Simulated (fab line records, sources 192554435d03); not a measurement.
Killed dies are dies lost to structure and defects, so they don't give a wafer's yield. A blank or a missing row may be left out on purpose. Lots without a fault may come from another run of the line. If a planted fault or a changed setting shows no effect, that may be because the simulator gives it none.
A lot that was struck, set against a sound lot -- flow n5Finfet -- 15 steps out of a route of 1938
Sound: wafers L781.2, L781.4, L781.6. Wafers struck: L796.3, L796.4, L796.6. The cause comes at the end.
Per side, at each step with rows, come the tool, then ch with its chambers, and then its first start. Under that, the readings that differ: sound wafers -- struck wafers -- difference of the means -- sigmas: that difference in standard deviations of wafers without a fault.
alike: readings whose means differ by less than 2 such deviations, and words and numbers that are the same on both sides. not compared: withheld readings, readings that some wafer has no value for, bounds like >300 that may hide the same value, and numbers for which the record gives no deviation and whose values overlap.
The two part at a step that has a row with sigmas, a row that says differs or no value, or rows on one side only. Numbers that have no deviation but don't overlap get no sigmas and don't part them. Lack of a reading on every wafer of one side parts them only where that side has two or more wafers.

first, 2 steps without rows for these wafers: N5_BEOL_M10_VIA_ETCH_34 (etches SiCOH lowk in C4F6/O2, target depth 184.5 nm, time 69.2 s); N5_BEOL_M10_STRIP_73 (strips in C4F6/O2).
N5_BEOL_M10_STRIP_36: strips in N2/H2.
  sound on rieDiel-05 ch 0,2,3, day 10 14:08; struck on rieDiel-06 ch 2,3, day 13 18:07
  alike: drypumpMotorCurrentA, oesProductAu, rfVppV, showerheadPlenumPTorr, throttleValvePct
  not compared: rfHoursCounterH
N5_BEOL_M10_TRENCH_ETCH_37: etches SiCOH lowk in C4F6/O2, target depth 148.83 nm, time 48 s.
  sound on rieDiel-05 ch 0,2,3; struck on rieDiel-06 ch 2,3
  alike: drypumpMotorCurrentA, oesProductAu, rfVppV, showerheadPlenumPTorr, throttleValvePct
  not compared: rfHoursCounterH
N5_BEOL_M10_ETCH_41: etches SiCN in CH3F/O2, target depth 42.6 nm, time 86 s.
  sound on rieDiel-05 ch 0,2,3; struck on rieDiel-06 ch 2,3
  alike: drypumpMotorCurrentA, oesProductAu, rfVppV, showerheadPlenumPTorr, throttleValvePct
  not compared: rfHoursCounterH
N5_BEOL_M10_STRIP_77: strips in N2/H2, time 10 s.
  sound on rieDiel-05 ch 0,2,3; struck on rieDiel-06 ch 2,3
  alike: drypumpMotorCurrentA, oesProductAu, rfVppV, showerheadPlenumPTorr, throttleValvePct
  not compared: rfHoursCounterH
N5_BEOL_M10_OCD_MEAS_38:
  struck on ocd-01, day 13 18:25; sound on ocd-02, day 10 14:21
  alike: trenchDepthNm
then, 4 steps without rows for these wafers: N5_BEOL_M10_HM_STRIP_39 (strips TiN in peroxide tin strip, target depth 25 nm, time 158 s); N5_BEOL_M10_SRD_40 (time 30 s); N5_BEOL_M10_PRECLEAN_42 (cleans in residue remover, time 60 s); N5_BEOL_M10_SRD_43 (time 30 s).
N5_BEOL_M10_CD_MEAS_35 targets a cd of 70 nm.
  struck on cdSem-03, day 13 18:34; sound on cdSem-03, day 10 14:31
  alike: cdNm
N5_BEOL_M10_CURE_72: cures SiCOH lowk, time 120 s.
  sound on uvCure-02 ch 1, day 10 14:46; struck on uvCure-01 ch 0, day 13 18:44
  no value came back on the struck wafers for lampPowerPct (%), runLengthS (s), wafer_temp_C_max; on the sound wafers lampPowerPct (%) reads 52.29 52.35 52.32
N5_BEOL_M10_DEGAS_44: time 60 s.
  struck on pvdSputter-02, day 13 19:08; sound on pvdSputter-01, day 10 15:09
  alike: heaterPowerW
N5_PASSIVATION_PROBE_49:
  the record holds rows for the sound wafers here (prober-01, day 12 22:58) but none for the struck ones

WHERE THEY PART
Last at N5_PASSIVATION_PROBE_49 as far as this record goes, first at N5_BEOL_M10_CURE_72.

WHY: whatever the simulator had introduced
Beginning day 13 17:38, the whole step at N5_BEOL_M10_CURE_72 was skipped on uvCure-01. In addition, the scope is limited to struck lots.
